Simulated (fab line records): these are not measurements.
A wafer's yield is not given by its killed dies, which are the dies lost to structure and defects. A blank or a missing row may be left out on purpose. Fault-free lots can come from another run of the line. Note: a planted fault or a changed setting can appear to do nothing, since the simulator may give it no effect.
Matching of chambers || flow n5_finfet || N5_BEOL_M5_PECVD_70 on pecvd-03 has 3 sister chambers
The step deposits SiO2 from TEOS/O2, target thk 16 nm, time 18 s. 3 wafers are shown with their chamber, then 7 later ones without.

== WAFERS WITH THEIR CHAMBER ==
{"wafer": "L088.6", "chamber": 2, "throttle_valve_pct (%)": 21.0}
{"wafer": "L091.1", "chamber": 0, "throttle_valve_pct (%)": 20.9}
{"wafer": "L091.2", "chamber": 1, "throttle_valve_pct (%)": 22.6}

== WAFERS WHOSE CHAMBER IS MISSING ==
{"wafer": "L091.6", "throttle_valve_pct (%)": 20.8}
{"wafer": "L094.1", "throttle_valve_pct (%)": 21.1}
{"wafer": "L094.2", "throttle_valve_pct (%)": 20.9}
{"wafer": "L094.4", "throttle_valve_pct (%)": 21.1}
{"wafer": "L096.1", "throttle_valve_pct (%)": 22.9}
{"wafer": "L096.2", "throttle_valve_pct (%)": 21.0}
{"wafer": "L096.3", "throttle_valve_pct (%)": 21.0}

== WHICH CHAMBER EACH WENT THROUGH ==
{"wafer": "L091.6", "from the rows above": "can't be placed: 0 or 2", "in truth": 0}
{"wafer": "L094.1", "from the rows above": "can't be placed: 2 or 0", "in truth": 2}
{"wafer": "L094.2", "from the rows above": "can't be placed: 0 or 2", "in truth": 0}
{"wafer": "L094.4", "from the rows above": "can't be placed: 2 or 0", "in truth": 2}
{"wafer": "L096.1", "from the rows above": 1, "in truth": 1}
{"wafer": "L096.2", "from the rows above": "can't be placed: 2 or 0", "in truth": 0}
{"wafer": "L096.3", "from the rows above": "can't be placed: 2 or 0", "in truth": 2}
Placed correctly: 1 of 7. These rows do not allow placing 6 (true chamber among the candidates in 6). Wrongly placed: 0.
How it was worked out, from the rows above alone: a wafer's distance from a chamber is the root of the sum, over the readings, of the square of ((its reading less the chamber's mean) divided by the reading's scatter). If the next closest chamber is less than 2 further off than the closest, the wafer can't be placed; otherwise it belongs to the closest. For every chamber, the mean is computed from those of its wafers that are shown. The scatter: root of mean squared gap, hidden wafer to nearest shown wafer, with one shown wafer a chamber.
